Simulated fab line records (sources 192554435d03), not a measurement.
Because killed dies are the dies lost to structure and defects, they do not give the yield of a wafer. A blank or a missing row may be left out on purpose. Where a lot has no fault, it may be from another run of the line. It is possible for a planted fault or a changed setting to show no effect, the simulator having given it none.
Chamber matching | flow n5-finfet | N5_BEOL_M3_STRIP_19 on rie-diel-03 has 4 sister chambers
The step strips in O2. 16 wafers are shown with their chamber, then 8 later ones without.

## WAFERS, EACH WITH ITS CHAMBER
wafer  | chamber | showerhead-plenum-p-Torr (Torr) | drypump-motor-current-A (A) | throttle-valve-pct (%)
L077.1 | 2       | 2.10                            | 6.03                        | 16.52
L077.2 | 0       | 2.02                            | 5.75                        | 16.77
L077.5 | 0       | 2.02                            | 5.73                        | 16.78
L076.2 | 3       | 2.17                            | 5.83                        | 16.67
L076.5 | 1       | 2.06                            | 5.49                        | 16.94
L076.6 | 0       | 2.02                            | 5.74                        | 16.77
L080.1 | 3       | 2.17                            | 5.83                        | 16.70
L080.3 | 2       | 2.10                            | 6.03                        | 16.52
L080.5 | 0       | 2.02                            | 5.73                        | 16.77
L083.3 | 0       | 2.01                            | 5.77                        | 16.80
L083.5 | 3       | 2.17                            | 5.84                        | 16.69
L083.6 | 2       | 2.10                            | 6.04                        | 16.53
L085.1 | 2       | 2.10                            | 6.04                        | 16.55
L085.3 | 1       | 2.06                            | 5.45                        | 16.98
L085.6 | 2       | 2.10                            | 6.06                        | 16.54
L084.2 | 2       | 2.10                            | 6.03                        | 16.54

SIGNATURES (averages over the wafers above)
reading                  | chamber 0 | chamber 1 | chamber 2 | chamber 3 | scatter within a chamber
showerhead-plenum-p-Torr | 2.0180    | 2.0600    | 2.1000    | 2.1700    | 0.00258
drypump-motor-current-A  | 5.7440    | 5.4700    | 6.0383    | 5.8333    | 0.0149
throttle-valve-pct       | 16.7780   | 16.9600   | 16.5333   | 16.6867   | 0.0149
Rule: distance of a wafer from a chamber = root of the sum over the readings of ((wafer's reading minus chamber's mean) / reading's scatter) squared. The wafer belongs to the nearest chamber; if the next one is less than 2 further off, it can't be placed. The scatter: the root of (the sum of the squares of (reading less its chamber's mean) over the shown wafers, divided by (wafers less chambers)).

## WAFERS WITH NO CHAMBER GIVEN
wafer  | showerhead-plenum-p-Torr (Torr) | drypump-motor-current-A (A) | throttle-valve-pct (%)
L084.3 | 2.01                            | 5.73                        | 16.79
L084.6 | 2.10                            | 6.01                        | 16.55
L090.2 | 2.06                            | 5.50                        | 17.00
L090.5 | 2.06                            | 5.47                        | 17.00
L090.6 | 2.09                            | 6.06                        | 16.55
L091.4 | 2.09                            | 6.05                        | 16.57
L091.5 | 2.16                            | 5.79                        | 16.72
L091.6 | 2.05                            | 5.46                        | 16.99

## CHAMBER TAKEN BY EACH
wafer  | from the rows above | in truth
L084.3 | 0                   | 0
L084.6 | 2                   | 2
L090.2 | 1                   | 1
L090.5 | 1                   | 1
L090.6 | 2                   | 2
L091.4 | 2                   | 2
L091.5 | 3                   | 3
L091.6 | 1                   | 1
8 of 8 placed correctly. Can't be placed from these rows: 0. Wrongly placed: 0.
